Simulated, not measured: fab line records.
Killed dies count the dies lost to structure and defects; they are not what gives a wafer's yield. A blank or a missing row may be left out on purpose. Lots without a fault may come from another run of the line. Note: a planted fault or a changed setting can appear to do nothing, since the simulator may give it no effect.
Matching of chambers / flow nand_harc / cmp-01 running NHARC_P_M1_CMP_23: 4 sister chambers
The step polishes, t overpolish 20 s, target thk 157.82 nm. 4 wafers are shown with their chamber, then 7 later ones without.

## WAFERS, EACH WITH ITS CHAMBER
wafer=L938.4; chamber=2; time_to_endpoint_s (s)=25.2
wafer=L938.5; chamber=1; time_to_endpoint_s (s)=31.7
wafer=L940.1; chamber=0; time_to_endpoint_s (s)=30.7
wafer=L940.3; chamber=3; time_to_endpoint_s (s)=26.7

## WAFERS WHOSE CHAMBER IS MISSING
wafer=L940.5; time_to_endpoint_s (s)=26.5
wafer=L942.1; time_to_endpoint_s (s)=24.8
wafer=L942.2; time_to_endpoint_s (s)=25.3
wafer=L942.5; time_to_endpoint_s (s)=25.2
wafer=L945.2; time_to_endpoint_s (s)=34.0
wafer=L945.4; time_to_endpoint_s (s)=23.1
wafer=L945.6; time_to_endpoint_s (s)=25.7

## WHICH CHAMBER EACH ONE RAN IN
wafer=L940.5; from the rows above=can't be placed: 3 or 2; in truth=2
wafer=L942.1; from the rows above=can't be placed: 2 or 3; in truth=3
wafer=L942.2; from the rows above=can't be placed: 2 or 3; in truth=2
wafer=L942.5; from the rows above=can't be placed: 2 or 3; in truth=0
wafer=L945.2; from the rows above=can't be placed: 1 or 0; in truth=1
wafer=L945.4; from the rows above=can't be placed: 2 or 3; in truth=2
wafer=L945.6; from the rows above=can't be placed: 2 or 3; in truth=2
Placed correctly: 0 of 7. These rows do not allow placing 7 (true chamber among the candidates in 6). 0 placed wrongly.
How it was worked out, from the rows above alone: a wafer's distance from a chamber is the root of the sum, over the readings, of the square of ((its reading less the chamber's mean) divided by the reading's scatter). If the next closest chamber is less than 2 further off than the closest, the wafer can't be placed; otherwise it belongs to the closest. Each chamber's mean is taken over the wafers shown for it. The scatter: with one shown wafer a chamber, the root of the mean of the squares of how far each hidden wafer lies from its nearest shown one.
